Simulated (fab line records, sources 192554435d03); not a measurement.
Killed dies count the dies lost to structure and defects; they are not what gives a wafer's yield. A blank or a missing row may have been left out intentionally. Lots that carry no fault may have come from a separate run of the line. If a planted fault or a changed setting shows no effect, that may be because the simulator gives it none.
Which tool did it? + flow n5Finfet + Sampling: 8 lots, 24 wafers, 3 of 1938 route steps

== WHAT EACH GAUGE READ, for each wafer ==
N5_BEOL_M4_RC_MEAS_101. Usual: DIBL_N 36.3 mV/V, standard deviation 1.2; DIBL_P 36.1 mV/V, standard deviation 1.6; IOFF_N 0.161 nA/um, standard deviation 0.023; IOFF_P 0.209 nA/um, standard deviation 0.027; ION_N 676 uA/um, standard deviation 8.9; ION_P 462 uA/um, standard deviation 5.3; SS_N 71.5 mV/dec, standard deviation 0.51; SS_P 73.2 mV/dec, standard deviation 0.5; VT_N 249.1 mV, standard deviation 2.5; VT_P -249.9 mV, standard deviation 2.8.
| lot  | measured     | on        | DIBL_N (mV/V)  | DIBL_P (mV/V)  | IOFF_N (nA/um)    | IOFF_P (nA/um)    | ION_N (uA/um) | ION_P (uA/um) | SS_N (mV/dec)  | SS_P (mV/dec)  | VT_N (mV)         | VT_P (mV)            | flag |
|------|--------------|-----------|----------------|----------------|-------------------|-------------------|---------------|---------------|----------------|----------------|-------------------|----------------------|------|
| L207 | day 10 10:28 | prober-01 | 36.6 36.6 36.2 | 36.6 37.1 36.4 | 0.164 0.165 0.150 | 0.206 0.209 0.196 | 684 687 673   | 463 465 457   | 71.7 71.4 70.7 | 72.9 73.7 73.0 | 246.6 249.3 248.3 | -249.0 -247.0 -250.7 |      |
| L212 | day 11 09:02 | prober-02 | 35.0 35.7 34.0 | 35.2 35.9 33.4 | 0.151 0.160 0.135 | 0.197 0.204 0.174 | 676 672 665   | 467 462 457   | 71.9 71.9 71.0 | 72.5 73.4 72.6 | 247.9 250.1 251.5 | -250.9 -250.7 -253.3 |      |
| L211 | day 11 15:14 | prober-02 | 36.4 37.0 35.9 | 35.7 36.8 36.1 | 0.165 0.178 0.161 | 0.181 0.193 0.187 | 666 674 671   | 457 456 455   | 72.0 71.8 70.9 | 73.6 74.2 73.5 | 247.4 249.3 249.5 | -253.8 -253.1 -253.2 |      |
| L213 | day 11 16:43 | prober-01 | 36.9 38.1 38.1 | 35.3 37.1 36.7 | 0.150 0.188 0.179 | 0.187 0.223 0.210 | 673 676 674   | 460 454 464   | 70.5 71.6 71.6 | 72.4 73.1 73.3 | 250.0 248.3 246.3 | -250.0 -248.1 -252.6 |      |
| L214 | day 12 04:41 | prober-02 | 37.3 37.7 35.5 | 39.7 39.0 36.3 | 0.196 0.200 0.151 | 0.241 0.229 0.188 | 692 687 678   | 468 466 464   | 71.8 72.1 71.4 | 73.2 74.0 73.0 | 245.1 247.1 249.1 | -249.5 -250.1 -253.0 |      |
| L215 | day 12 11:00 | prober-02 | 38.6 36.7 37.9 | 37.3 34.8 36.1 | 0.201 0.159 0.188 | 0.248 0.206 0.235 | 679 669 688   | 465 455 474   | 72.6 71.6 71.8 | 73.9 73.2 73.5 | 247.0 250.7 248.7 | -248.7 -250.7 -246.2 |      |
| L218 | day 12 20:45 | prober-02 | 34.3 35.8 36.0 | 35.7 36.9 37.6 | 0.117 0.135 0.138 | 0.192 0.214 0.222 | 663 666 673   | 461 463 467   | 71.9 71.0 71.6 | 72.9 73.7 73.1 | 254.1 254.6 254.9 | -252.3 -249.9 -250.0 |      |
| L220 | day 13 22:22 | prober-01 | 37.1 36.0 35.0 | 36.4 35.6 34.3 | 0.166 0.143 0.132 | 0.217 0.202 0.178 | 679 674 662   | 465 463 457   | 71.8 71.9 71.6 | 73.3 73.1 73.4 | 250.1 250.6 251.1 | -246.2 -248.4 -248.6 |      |

N5_BEOL_M7_THK_MEAS_01. Usual: for M7_ILD_THK the level is 155.1 nm and the standard deviation is 1.9.
| lot  | measured     | on           | M7_ILD_THK (nm)   | flag |
|------|--------------|--------------|-------------------|------|
| L207 | day 11 07:04 | filmMetro-02 | 154.6 152.1 156.3 |      |
| L212 | day 12 06:11 | filmMetro-01 | 151.6 153.6 155.4 |      |
| L211 | day 12 12:42 | filmMetro-02 | 154.2 154.4 155.2 |      |
| L213 | day 12 13:04 | filmMetro-02 | 153.5 152.0 154.0 |      |
| L214 | day 13 02:47 | filmMetro-01 | 153.8 152.7 157.1 |      |
| L215 | day 13 07:44 | filmMetro-01 | 153.0 156.6 157.1 |      |
| L218 | day 13 19:54 | filmMetro-01 | 154.1 156.1 156.8 |      |
| L220 | day 14 18:42 | filmMetro-01 | 149.5 151.4 153.3 |      |

== WHICH TOOL RAN EACH LOT (tool, then ch and the chambers of the sampled wafers, then the start) ==
| lot  | N5_BEOL_M7_CURE_74           |
|------|------------------------------|
| L207 | uvCure-02 ch 2, day 11 06:38 |
| L212 | uvCure-03 ch 0, day 12 05:41 |
| L211 | uvCure-01 ch 0, day 12 12:11 |
| L213 | uvCure-03 ch 0, day 12 12:38 |
| L214 | uvCure-02 ch 0, day 13 01:47 |
| L215 | uvCure-03 ch 2, day 13 07:23 |
| L218 | uvCure-03 ch 2, day 13 19:28 |
| L220 | uvCure-03 ch 1, day 14 18:16 |
- N5_BEOL_M7_CURE_74: cures SiCOH lowk, time 240 s.

== WHAT THE TOOLS THEMSELVES READ (means of the sampled wafers that have a number; where no wafer has one, the mark that the record gives instead) ==
N5_BEOL_M7_CURE_74. Usual: lampPowerPct 52.32 %, standard deviation 0.054; wafer_temp_C_max 386.9, standard deviation 0.58.
| lot  | tool      | lampPowerPct (%) | wafer_temp_C_max | flag |
|------|-----------|------------------|------------------|------|
| L207 | uvCure-02 | 52.32            | 386.9            |      |
| L212 | uvCure-03 | 52.29            | 386.5            |      |
| L211 | uvCure-01 | 52.23            | 386.3            |      |
| L213 | uvCure-03 | 52.26            | 386.6            |      |
| L214 | uvCure-02 | 52.29            | 387.7            |      |
| L215 | uvCure-03 | 52.31            | 387.2            |      |
| L218 | uvCure-03 | 52.32            | 387.4            |      |
| L220 | uvCure-03 | 52.31            | 387.1            |      |

== THE ANSWER, worked out from the rows above alone ==
Rule: a lot is off if the mean of its wafers that have a number lies more than 3 standard deviations from the usual mean. A lot without any number at a reading at which 4 lots or more have one is off too. Any other lot the step has rows for is counted as sound. Order of review: gauges by route order, followed by the tools' own readings, for which a lot's mean as printed above is used. The first step at which some lot is off is used, and at that step the reading that is off furthest; a lot without a number counts as furthest.
None of the lots is off at any reading shown; this tells nothing.

== WHAT THE SIMULATOR PUT IN ==
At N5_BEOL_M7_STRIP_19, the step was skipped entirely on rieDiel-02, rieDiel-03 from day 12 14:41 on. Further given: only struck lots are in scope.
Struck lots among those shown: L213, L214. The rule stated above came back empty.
